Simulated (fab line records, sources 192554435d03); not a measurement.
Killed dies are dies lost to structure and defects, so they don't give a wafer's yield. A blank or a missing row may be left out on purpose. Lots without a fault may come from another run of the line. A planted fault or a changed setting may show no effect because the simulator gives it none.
fab line records | flow n5_finfet
record lots=24 wafers=72 last_day=18
route steps=1938 shown WELL_APT@43 PMOS_HMC_CHANNEL_EPI@82 FIN_SAQP@99
lots that met no fault: from a run of the same line without faults
start_h: hours from the record's first day to the start of the lot's first wafer shown | wait_h: hours since the lot's step before | " the same as in the row above | L1.1+2: a row that stands for several wafers | - no value, or no start given | * or withheld: withheld | < > ~ a bound
route shown NAME@n: a module of which the file shows steps, and the number in the route of the first | usual: mean/standard deviation of fault-free wafers | same: alike in all rows | chamber/n: place in a boat | sites: the reading at each site | _std_site: their standard deviation | _edge_site: outer sites' mean less inner sites' | radius_mm: how far each site lies from the wafer's centre | mask NAME#n: copy n | behind: the tool/chamber that last shaped the wafer | hold: why the lot was held/for how many hours/how that ended | device: the transistor (n, p or np) that didn't switch | end of line: the same wafers' tests at the end of the route | a step without rows: its recipe alone | killed: dies lost to structure and defects at the first sort, not the wafer's yield | map: a wafer's dies, x killed, . not, _ none there
set.NAME: the setting as run; set.NAME@STEP: as run at that earlier step | model.NAME: the simulator's own value behind a step, which no gauge read
steps of the route over a sample of lots; a table a step, a row a wafer
services: from which hour (start_h, from the record's first day; less than 0 if before it) a tool's chamber was out of use, for how many hours, and why
## steps
# step N5_WELL_APT_CD_MEAS_25
# recipe target_cd_nm=200 landing_energy_ev=500 detector=se_inlens
# usual cd_nm=200.5/1.5
# columns lot.wafer tool chamber start_h wait_h cd_nm
L074.3 cd_sem-01 0 15.14 - 201.3
L074.4 " 0 " " 199.6
L074.6 " 0 " " 199.9
L075.1 cd_sem-02 0 21.44 - 201.0
L075.2 " 0 " " 201.3
L075.4 " 0 " " 201.7
L076.2 cd_sem-01 0 26.89 - 202.4
L076.3 " 0 " " 202.4
L076.5 " 0 " " 203.7
L077.1 cd_sem-02 0 33.13 - 201.0
L077.3 " 0 " " 202.6
L077.5 " 0 " " 202.0
L078.1 cd_sem-02 0 38.85 - 199.5
L078.3 " 0 " " 202.4
L078.6 " 0 " " 197.4
L079.3 cd_sem-01 0 45.04 - 201.6
L079.4 " 0 " " 200.1
L079.5 " 0 " " 199.0
L080.1 cd_sem-02 0 51.06 - 197.6
L080.3 " 0 " " 199.9
L080.5 " 0 " " 198.1
L081.2 cd_sem-01 0 56.96 - 201.2
L081.4 " 0 " " 200.3
L081.6 " 0 " " 201.6
L082.3 cd_sem-02 0 62.68 - 203.3
L082.5 " 0 " " 200.9
L082.6 " 0 " " 204.2
L083.2 cd_sem-02 0 68.70 - 200.5
L083.4 " 0 " " 201.5
L083.6 " 0 " " 201.0
L084.1 cd_sem-03 0 75.05 - 200.7
L084.4 " 0 " " 200.3
L084.6 " 0 " " 199.1
L085.2 cd_sem-01 0 81.22 - 199.6
L085.3 " 0 " " 197.9
L085.6 " 0 " " 199.2
L086.2 cd_sem-03 0 88.18 - 201.4
L086.5 " 0 " " 200.5
L086.6 " 0 " " 199.2
L087.1 cd_sem-02 0 93.15 - 201.6
L087.2 " 0 " " 199.8
L087.6 " 0 " " 199.1
L088.4 cd_sem-02 0 98.81 - 200.4
L088.5 " 0 " " 200.2
L088.6 " 0 " " 200.2
L089.3 cd_sem-03 0 105.16 - 201.9
L089.4 " 0 " " 202.2
L089.5 " 0 " " 200.7
L090.2 cd_sem-03 0 111.06 - 200.5
L090.3 " 0 " " 199.5
L090.4 " 0 " " 200.8
L091.1 cd_sem-03 0 116.94 - 199.4
L091.2 " 0 " " 198.6
L091.4 " 0 " " 197.1
L092.3 cd_sem-02 0 122.94 - 200.9
L092.5 " 0 " " 201.0
L092.6 " 0 " " 199.8
L093.1 cd_sem-01 0 129.08 - 202.0
L093.3 " 0 " " 199.4
L093.4 " 0 " " 200.7
L094.1 cd_sem-03 0 135.06 - 201.0
L094.3 " 0 " " 200.3
L094.4 " 0 " " 200.8
L095.2 cd_sem-01 0 141.55 - 201.1
L095.3 " 0 " " 200.8
L095.4 " 0 " " 200.1
L096.2 cd_sem-01 0 147.29 - 199.5
L096.3 " 0 " " 201.0
L096.4 " 0 " " 196.8
L097.2 cd_sem-01 0 152.68 - 199.8
L097.4 " 0 " " 199.6
L097.5 " 0 " " 200.6
# step N5_WELL_APT_OVL_MEAS_26
# recipe points_per_wafer=44
# usual PWELL_OVL=-1/5.4
# columns lot.wafer tool chamber start_h wait_h PWELL_OVL[nm]
L074.3 overlay-01 0 15.17 0.0 0
L074.4 " 0 " " -5
L074.6 " 0 " " 3
L075.1 overlay-01 0 21.47 0.0 -3
L075.2 " 0 " " -2
L075.4 " 0 " " -1
L076.2 overlay-01 0 26.92 0.0 9
L076.3 " 0 " " 4
L076.5 " 0 " " 4
L077.1 overlay-02 0 33.16 0.0 -4
L077.3 " 0 " " -4
L077.5 " 0 " " -1
L078.1 overlay-02 0 38.88 0.0 5
L078.3 " 0 " " 3
L078.6 " 0 " " -2
L079.3 overlay-02 0 45.06 0.0 2
L079.4 " 0 " " 4
L079.5 " 0 " " 2
L080.1 overlay-01 0 51.09 0.0 -8
L080.3 " 0 " " -4
L080.5 " 0 " " -11
L081.2 overlay-01 0 56.99 0.0 0
L081.4 " 0 " " 7
L081.6 " 0 " " 0
L082.3 overlay-02 0 62.71 0.0 6
L082.5 " 0 " " 4
L082.6 " 0 " " -1
L083.2 overlay-01 0 68.74 0.0 3
L083.4 " 0 " " -4
L083.6 " 0 " " -1
L084.1 overlay-01 0 75.09 0.0 -4
L084.4 " 0 " " -9
L084.6 " 0 " " -12
L085.2 overlay-01 0 81.25 0.0 -4
L085.3 " 0 " " -7
L085.6 " 0 " " -6
L086.2 overlay-01 0 88.21 0.0 0
L086.5 " 0 " " -5
L086.6 " 0 " " -2
L087.1 overlay-01 0 93.18 0.0 2
L087.2 " 0 " " -4
L087.6 " 0 " " -3
L088.4 overlay-02 0 98.84 0.0 -1
L088.5 " 0 " " 3
L088.6 " 0 " " 6
L089.3 overlay-02 0 105.19 0.0 5
L089.4 " 0 " " -1
L089.5 " 0 " " -3
L090.2 overlay-02 0 111.09 0.0 -5
L090.3 " 0 " " -7
L090.4 " 0 " " 0
L091.1 overlay-02 0 116.97 0.0 3
L091.2 " 0 " " -6
L091.4 " 0 " " 1
L092.3 overlay-01 0 122.97 0.0 -3
L092.5 " 0 " " -2
L092.6 " 0 " " 10
L093.1 overlay-02 0 129.11 0.0 -6
L093.3 " 0 " " -9
L093.4 " 0 " " -10
L094.1 overlay-02 0 135.09 0.0 1
L094.3 " 0 " " -16
L094.4 " 0 " " -3
L095.2 overlay-02 0 141.58 0.0 3
L095.3 " 0 " " 2
L095.4 " 0 " " -12
L096.2 overlay-02 0 147.32 0.0 7
L096.3 " 0 " " -2
L096.4 " 0 " " 4
L097.2 overlay-02 0 152.71 0.0 1
L097.4 " 0 " " -1
L097.5 " 0 " " -5
# step N5_WELL_APT_INSPECT_27
# recipe mode=adi inspect_instrument=macro
# usual raw_defect_count=1.9/1.3
# columns lot.wafer tool chamber start_h wait_h raw_defect_count
L074.3 defect_inspect-01 - 15.19 0.0 3
L074.4 " - " " 0
L074.6 " - " " 1
L075.1 defect_inspect-02 - 21.50 0.0 0
L075.2 " - " " 2
L075.4 " - " " 3
L076.2 defect_inspect-02 - 26.94 0.0 3
L076.3 " - " " 2
L076.5 " - " " 1
L077.1 defect_inspect-02 - 33.18 0.0 1
L077.3 " - " " 2
L077.5 " - " " 1
L078.1 defect_inspect-02 - 38.91 0.0 1
L078.3 " - " " 2
L078.6 " - " " 2
L079.3 defect_inspect-02 - 45.09 0.0 1
L079.4 " - " " 6
L079.5 " - " " 3
L080.1 defect_inspect-02 - 51.11 0.0 2
L080.3 " - " " 1
L080.5 " - " " 0
L081.2 defect_inspect-01 - 57.01 0.0 2
L081.4 " - " " 3
L081.6 " - " " 2
L082.3 defect_inspect-01 - 62.73 0.0 2
L082.5 " - " " 3
L082.6 " - " " 0
L083.2 defect_inspect-01 - 68.76 0.0 4
L083.4 " - " " 0
L083.6 " - " " 4
L084.1 defect_inspect-02 - 75.11 0.0 2
L084.4 " - " " 1
L084.6 " - " " 2
L085.2 defect_inspect-02 - 81.27 0.0 4
L085.3 " - " " 4
L085.6 " - " " 2
L086.2 defect_inspect-02 - 88.23 0.0 2
L086.5 " - " " 0
L086.6 " - " " 2
L087.1 defect_inspect-01 - 93.21 0.0 2
L087.2 " - " " 3
L087.6 " - " " 1
L088.4 defect_inspect-02 - 98.86 0.0 2
L088.5 " - " " 3
L088.6 " - " " 4
L089.3 defect_inspect-01 - 105.21 0.0 1
L089.4 " - " " 1
L089.5 " - " " 1
L090.2 defect_inspect-01 - 111.11 0.0 3
L090.3 " - " " 2
L090.4 " - " " 1
L091.1 defect_inspect-02 - 116.99 0.0 3
L091.2 " - " " 4
L091.4 " - " " 0
L092.3 defect_inspect-01 - 122.99 0.0 3
L092.5 " - " " 2
L092.6 " - " " 1
L093.1 defect_inspect-01 - 129.13 0.0 4
L093.3 " - " " 0
L093.4 " - " " 2
L094.1 defect_inspect-01 - 135.11 0.0 1
L094.3 " - " " 2
L094.4 " - " " 3
L095.2 defect_inspect-01 - 141.61 0.0 4
L095.3 " - " " 3
L095.4 " - " " 2
L096.2 defect_inspect-01 - 147.34 0.0 3
L096.3 " - " " 3
L096.4 " - " " 2
L097.2 defect_inspect-02 - 152.73 0.0 1
L097.4 " - " " 4
L097.5 " - " " 3
# step N5_PMOS_HMC_CHANNEL_EPI_THK_MEAS_22
# recipe reads=SiGe30_of_PMOS_HMC_CHANNEL_EPI_EPI_20
# usual HMC_CMP_THK=54.2/0.51
# columns lot.wafer tool chamber start_h wait_h HMC_CMP_THK[nm]
L074.3 film_metro-01 - 19.74 - 53.9
L074.4 " - " " 54.0
L074.6 " - " " 55.0
L075.1 film_metro-02 - 26.23 - 54.4
L075.2 " - " " 55.2
L075.4 " - " " 55.2
L076.2 film_metro-01 - 31.69 - 53.9
L076.3 " - " " 54.2
L076.5 " - " " 54.7
L077.1 film_metro-01 - 37.67 - 53.9
L077.3 " - " " 53.9
L077.5 " - " " 54.0
L078.1 film_metro-02 - 43.52 - 53.5
L078.3 " - " " 54.5
L078.6 " - " " 53.7
L079.3 film_metro-02 - 49.54 - 53.5
L079.4 " - " " 54.5
L079.5 " - " " 54.6
L080.1 film_metro-02 - 55.57 - 53.6
L080.3 " - " " 53.6
L080.5 " - " " 53.2
L081.2 film_metro-01 - 61.58 - 55.3
L081.4 " - " " 54.1
L081.6 " - " " 54.5
L082.3 film_metro-02 - 67.26 - 54.3
L082.5 " - " " 54.0
L082.6 " - " " 54.9
L083.2 film_metro-02 - 73.38 - 53.9
L083.4 " - " " 54.7
L083.6 " - " " 53.7
L084.1 film_metro-01 - 80.60 - 54.3
L084.4 " - " " 54.5
L084.6 " - " " 54.4
L085.2 film_metro-02 - 86.47 - 53.7
L085.3 " - " " 54.2
L085.6 " - " " 53.7
L086.2 film_metro-02 - 94.02 - 53.3
L086.5 " - " " 53.8
L086.6 " - " " 54.4
L087.1 film_metro-02 - 98.19 - 53.9
L087.2 " - " " 55.0
L087.6 " - " " 54.1
L088.4 film_metro-02 - 103.19 - 54.7
L088.5 " - " " 55.1
L088.6 " - " " 54.4
L089.3 film_metro-02 - 109.90 - 54.6
L089.4 " - " " 54.2
L089.5 " - " " 54.5
L090.2 film_metro-01 - 116.37 - 54.3
L090.3 " - " " 53.7
L090.4 " - " " 53.6
L091.1 film_metro-01 - 122.40 - 54.2
L091.2 " - " " 54.8
L091.4 " - " " 55.1
L092.3 film_metro-01 - 127.66 - 54.0
L092.5 " - " " 54.3
L092.6 " - " " 54.4
L093.1 film_metro-02 - 133.60 - 53.7
L093.3 " - " " 54.8
L093.4 " - " " 54.7
L094.1 film_metro-02 - 139.56 - 53.9
L094.3 " - " " 54.3
L094.4 " - " " 54.1
L095.2 film_metro-01 - 147.42 - 53.7
L095.3 " - " " 55.0
L095.4 " - " " 55.2
L096.2 film_metro-01 - 152.36 - 54.2
L096.3 " - " " 53.3
L096.4 " - " " 54.0
L097.2 film_metro-01 - 157.52 - 54.5
L097.4 " - " " 54.8
L097.5 " - " " 53.8
# step N5_FIN_SAQP_PECVD_48
# recipe material=SiNx target_thk_a=250 temp_c=400 precursor=SiH4/NH3/N2 pressure_torr=1.5 rf_w=300 time_s=22.1
# usual heater_power_w=766/78 showerhead_plenum_p_Torr=5.13/0.053 throttle_valve_pct=40.3/2.4
# columns lot.wafer tool chamber start_h wait_h heater_power_w showerhead_plenum_p_Torr throttle_valve_pct
L074.3 pecvd-03 2 20.92 0.0 724 5.16 41.2
L074.4 " 1 " " 814 5.06 42.3
L074.6 " 2 " " 751 5.16 41.2
L075.1 pecvd-04 0 27.83 0.0 759 5.21 40.5
L075.2 " 1 " " 605 5.18 45.1
L075.4 " 0 " " 764 5.23 40.2
L076.2 pecvd-02 1 32.92 0.0 808 5.08 41.2
L076.3 " 0 " " 836 5.15 39.4
L076.5 " 1 " " 781 5.07 41.0
L077.1 pecvd-04 1 38.91 0.0 698 5.17 45.4
L077.3 " 1 " " 719 5.18 45.5
L077.5 " 1 " " 685 5.18 45.1
L078.1 pecvd-02 0 44.86 0.0 778 5.15 39.3
L078.3 " 2 " " 676 5.09 37.4
L078.6 " 0 " " 809 5.15 39.5
L079.3 pecvd-02 2 50.88 0.0 748 5.09 37.6
L079.4 " 2 " " 744 5.09 37.8
L079.5 " 0 " " 760 5.14 39.2
L080.1 pecvd-03 1 56.87 0.0 790 5.06 42.4
L080.3 " 2 " " 766 5.16 41.2
L080.5 " 0 " " 846 5.08 38.1
L081.2 pecvd-04 0 62.77 0.0 674 5.23 40.5
L081.4 " 0 " " 679 5.22 40.3
L081.6 " 1 " " 711 5.18 45.1
L082.3 pecvd-02 2 68.68 0.0 692 5.07 37.4
L082.5 " 1 " " 941 5.08 40.9
L082.6 " 0 " " 786 5.14 39.3
L083.2 pecvd-04 1 76.57 0.0 679 5.19 45.4
L083.4 " 0 " " 753 5.22 40.3
L083.6 " 2 " " 777 5.14 36.6
L084.1 pecvd-03 1 82.05 0.0 790 5.05 42.4
L084.4 " 1 " " 785 5.06 42.3
L084.6 " 2 " " 733 5.15 41.6
L085.2 pecvd-02 1 87.65 0.0 931 5.07 41.0
L085.3 " 0 " " 676 5.15 39.5
L085.6 " 1 " " 953 5.07 40.9
L086.2 pecvd-02 2 95.50 0.0 771 5.08 37.7
L086.5 " 0 " " 718 5.15 39.7
L086.6 " 1 " " 814 5.08 40.9
L087.1 pecvd-04 0 99.38 0.0 729 5.23 40.7
L087.2 " 2 " " 688 5.14 36.8
L087.6 " 1 " " 706 5.18 44.9
L088.4 pecvd-04 1 105.48 0.0 589 5.18 45.5
L088.5 " 0 " " 761 5.22 40.7
L088.6 " 2 " " 832 5.13 36.7
L089.3 pecvd-02 2 111.13 0.0 671 5.08 37.8
L089.4 " 2 " " 700 5.09 37.7
L089.5 " 0 " " 788 5.14 39.4
L090.2 pecvd-03 1 117.71 0.0 778 5.06 42.4
L090.3 " 2 " " 665 5.17 41.6
L090.4 " 0 " " 805 5.08 38.4
L091.1 pecvd-03 0 125.05 0.0 863 5.09 38.1
L091.2 " 1 " " 711 5.06 42.3
L091.4 " 1 " " 699 5.06 42.4
L092.3 pecvd-02 2 128.85 0.0 734 5.08 37.8
L092.5 " 2 " " 758 5.10 38.0
L092.6 " 1 " " 836 5.08 41.0
L093.1 pecvd-02 0 134.86 0.0 661 5.15 39.5
L093.3 " 1 " " 827 5.08 41.0
L093.4 " 0 " " 697 5.15 39.3
L094.1 pecvd-02 0 140.85 0.0 728 5.15 39.6
L094.3 " 1 " " 777 5.08 40.8
L094.4 " 0 " " 744 5.14 39.6
L095.2 pecvd-04 1 148.66 0.0 645 5.18 45.2
L095.3 " 0 " " 757 5.22 40.6
L095.4 " 0 " " 742 5.23 40.7
L096.2 pecvd-03 1 154.00 0.0 812 5.06 42.4
L096.3 " 1 " " 809 5.07 42.1
L096.4 " 0 " " 848 5.09 38.2
L097.2 pecvd-02 0 159.06 0.0 786 5.12 39.5
L097.4 " 2 " " 714 5.10 38.0
L097.5 " 1 " " 970 5.08 41.0
# step N5_FIN_SAQP_ETCH_51
# recipe chemistry=CF4 target=SiARC target_depth_a=455 mask_material=CAR-ArF time_s=75.8 ion_energy_ev=80 pressure_mtorr=40 source_w=545 bias_w=36 Ar_flow_sccm=100 cf4_flow_sccm=100 ends=cleared
# usual drypump_motor_current_A=5.8/0.49 etch_rf_on_time_s=75.8/0.98 oes_product_au=0.68/0.078 rf_vpp_V=184.0/1.2 showerhead_plenum_p_Torr=2.14/0.073 throttle_valve_pct=15.59/0.2
# columns lot.wafer tool chamber start_h wait_h drypump_motor_current_A etch_rf_on_time_s oes_product_au rf_hours_counter_h rf_vpp_V showerhead_plenum_p_Torr throttle_valve_pct
L074.3 rie_diel-06 0 21.54 0.0 5.3 75.2 0.79 26 185.2 2.28 15.56
L074.4 " 2 " " 5.8 77.0 0.61 204 184.8 2.12 15.68
L074.6 " 1 " " 6.0 74.7 0.67 - 183.5 2.07 15.48
L075.1 rie_diel-04 0 28.88 0.0 6.7 74.6 0.65 170 182.0 2.05 15.43
L075.2 " 2 " " 5.5 75.5 0.66 117 184.8 2.17 15.81
L075.4 " 3 " " 5.8 76.8 0.60 233 183.8 2.20 15.81
L076.2 rie_diel-05 1 33.69 0.0 5.9 75.8 0.83 4 183.2 2.10 15.43
L076.3 " 0 " " 6.0 76.5 0.60 231 184.9 2.12 16.03
L076.5 " 3 " " 6.6 77.4 0.67 - 184.7 2.17 15.63
L077.1 rie_diel-04 3 39.71 0.0 5.9 76.9 0.59 237 184.2 2.19 15.82
L077.3 " 1 " " 5.3 74.6 0.77 24 185.2 2.27 15.54
L077.5 " 3 " " 5.8 76.4 0.60 - 183.9 2.19 15.83
L078.1 rie_diel-05 1 45.60 0.0 5.9 74.8 0.83 8 182.7 2.10 15.45
L078.3 " 2 " " 5.1 77.1 0.60 228 183.1 2.11 15.68
L078.6 " 0 " " 6.0 76.1 0.60 - 184.9 2.12 16.03
L079.3 rie_diel-05 0 51.50 0.0 6.1 76.3 0.59 237 183.4 2.12 16.04
L079.4 " 2 " " 5.1 76.7 0.59 230 184.6 2.11 15.69
L079.5 " 0 " " 6.1 76.2 0.59 - 182.8 2.12 16.04
L080.1 rie_diel-06 1 57.81 0.0 6.0 76.0 0.66 146 183.0 2.06 15.51
L080.3 " 0 " " 5.3 75.1 0.77 37 185.6 2.28 15.59
L080.5 " 0 " " 5.3 75.6 0.76 - 186.5 2.28 15.60
L081.2 rie_diel-05 0 63.52 0.0 6.1 76.0 0.59 242 183.3 2.12 16.05
L081.4 " 1 " " 5.9 75.5 0.81 15 184.9 2.10 15.44
L081.6 " 3 " " 6.6 76.8 0.67 - 183.7 2.16 15.64
L082.3 rie_diel-06 0 69.30 0.0 5.3 75.0 0.76 42 185.8 2.27 15.60
L082.5 " 1 " " 6.0 76.3 0.65 - 181.4 2.06 15.49
L082.6 " 2 " " 5.7 78.3 0.60 - 184.5 2.11 15.71
L083.2 rie_diel-04 1 77.77 0.0 5.3 75.2 0.74 36 186.0 2.27 15.57
L083.4 " 3 " " 5.8 75.3 0.59 249 183.9 2.19 15.85
L083.6 " 2 " " 5.5 75.5 0.65 - 184.3 2.16 15.84
L084.1 rie_diel-06 0 82.88 0.0 5.3 75.8 0.74 49 185.8 2.27 15.62
L084.4 " 3 " " 5.4 75.6 0.80 5 183.6 2.11 15.12
L084.6 " 1 " " 6.0 76.0 0.65 - 183.1 2.06 15.52
L085.2 rie_diel-04 0 89.70 0.0 6.6 74.9 0.63 194 182.7 2.04 15.48
L085.3 " 1 " " 5.3 74.8 0.75 37 185.1 2.27 15.54
L085.6 " 2 " " 5.5 76.0 0.64 - 183.2 2.16 15.86
L086.2 rie_diel-04 2 96.33 0.0 5.5 76.8 0.64 144 184.8 2.16 15.88
L086.5 " 1 " " 5.3 76.5 0.74 - 186.0 2.27 15.56
L086.6 " 2 " " 5.5 76.2 0.64 - 183.4 2.16 15.87
L087.1 rie_diel-04 0 100.12 0.0 6.6 74.9 0.62 199 184.6 2.04 15.50
L087.2 " 1 " " 5.3 75.7 0.73 42 186.7 2.26 15.57
L087.6 " 1 " " 5.3 75.5 0.73 - 185.8 2.26 15.57
L088.4 rie_diel-05 3 106.32 0.0 6.7 75.9 0.66 121 185.3 2.16 15.66
L088.5 " 2 " " 5.1 77.1 0.58 - 183.8 2.11 15.72
L088.6 " 3 " " 6.7 75.5 0.67 - 184.6 2.16 15.65
L089.3 rie_diel-06 1 111.75 0.0 6.0 75.4 0.63 172 182.3 2.05 15.55
L089.4 " 0 " " 5.3 74.2 0.74 58 184.0 2.27 15.63
L089.5 " 0 " " 5.3 74.2 0.74 - 184.8 2.27 15.64
L090.2 rie_diel-04 2 118.46 0.0 5.5 75.5 0.63 152 184.0 2.15 15.87
L090.3 " 0 " " 6.7 74.9 0.61 206 182.2 2.04 15.51
L090.4 " 1 " " 5.3 74.9 0.73 48 185.5 2.26 15.58
L091.1 rie_diel-06 2 125.79 0.0 5.8 78.7 0.58 245 184.1 2.11 15.74
L091.2 " 3 " " 5.5 75.4 0.75 21 183.9 2.11 15.14
L091.4 " 1 " " 6.0 76.3 0.63 176 182.9 2.05 15.56
L092.3 rie_diel-06 3 129.67 0.0 5.4 75.9 0.76 22 183.1 2.11 15.15
L092.5 " 1 " " 6.0 76.2 0.63 - 182.8 2.05 15.56
L092.6 " 0 " " 5.3 75.2 0.74 - 185.5 2.27 15.64
L093.1 rie_diel-05 1 135.48 0.0 5.9 74.8 0.78 30 184.0 2.09 15.47
L093.3 " 0 " " 6.0 73.3 0.84 1 183.8 2.11 15.58
L093.4 " 1 " " 5.9 74.6 0.78 - 184.2 2.09 15.48
L094.1 rie_diel-06 1 142.26 0.0 6.0 77.5 0.62 183 183.0 2.05 15.57
L094.3 " 0 " " 5.3 76.0 0.72 69 185.3 2.26 15.65
L094.4 " 0 " " 5.3 76.2 0.72 - 185.6 2.26 15.66
L095.2 rie_diel-06 1 149.54 0.0 6.0 76.5 0.62 186 181.9 2.05 15.59
L095.3 " 3 " " 5.4 75.6 0.75 30 185.1 2.11 15.16
L095.4 " 1 " " 6.0 75.9 0.63 - 183.5 2.05 15.58
L096.2 rie_diel-05 1 154.92 0.0 5.9 75.2 0.77 40 184.4 2.09 15.50
L096.3 " 0 " " 6.1 73.9 0.80 11 183.1 2.11 15.60
L096.4 " 2 " " 5.1 75.3 0.83 1 183.4 2.11 15.24
L097.2 rie_diel-05 3 159.80 0.0 6.6 75.6 0.66 143 184.3 2.15 15.70
L097.4 " 0 " " 6.0 73.3 0.80 13 182.2 2.11 15.58
L097.5 " 2 " " 5.1 74.5 0.82 - 183.4 2.11 15.25
## services
# columns tool chamber start_h hours kind
rie_diel-04 - 1.90 0.4 repair
pecvd-02 - 8.86 1.3 repair
rie_diel-04 1 13.69 3.5 repair
pecvd-02 - 14.08 0.3 repair
rie_diel-05 2 17.41 5.0 repair
pecvd-04 - 24.74 1.3 repair
pecvd-02 - 34.65 6.0 pm
pecvd-04 - 40.83 2.1 repair
pecvd-04 - 50.00 5.5 pm
rie_diel-06 3 50.47 - clean
rie_diel-06 3 50.47 - consumable_replace:focus_ring
rie_diel-06 3 50.47 20.4 scheduled_down
rie_diel-06 3 50.47 20.4 vent_cycle
rie_diel-04 - 61.93 2.8 pm
pecvd-02 - 72.10 6.9 repair
rie_diel-05 - 74.63 28.1 pm
rie_diel-04 1 78.33 10.2 repair
pecvd-04 - 84.63 2.7 repair
rie_diel-06 0 103.79 6.8 repair
pecvd-03 - 104.19 1.8 repair
rie_diel-04 0 122.85 9.1 repair
rie_diel-04 3 134.61 8.3 repair
rie_diel-06 2 140.26 - clean
pecvd-03 2 149.29 10.5 repair
## key
fault none
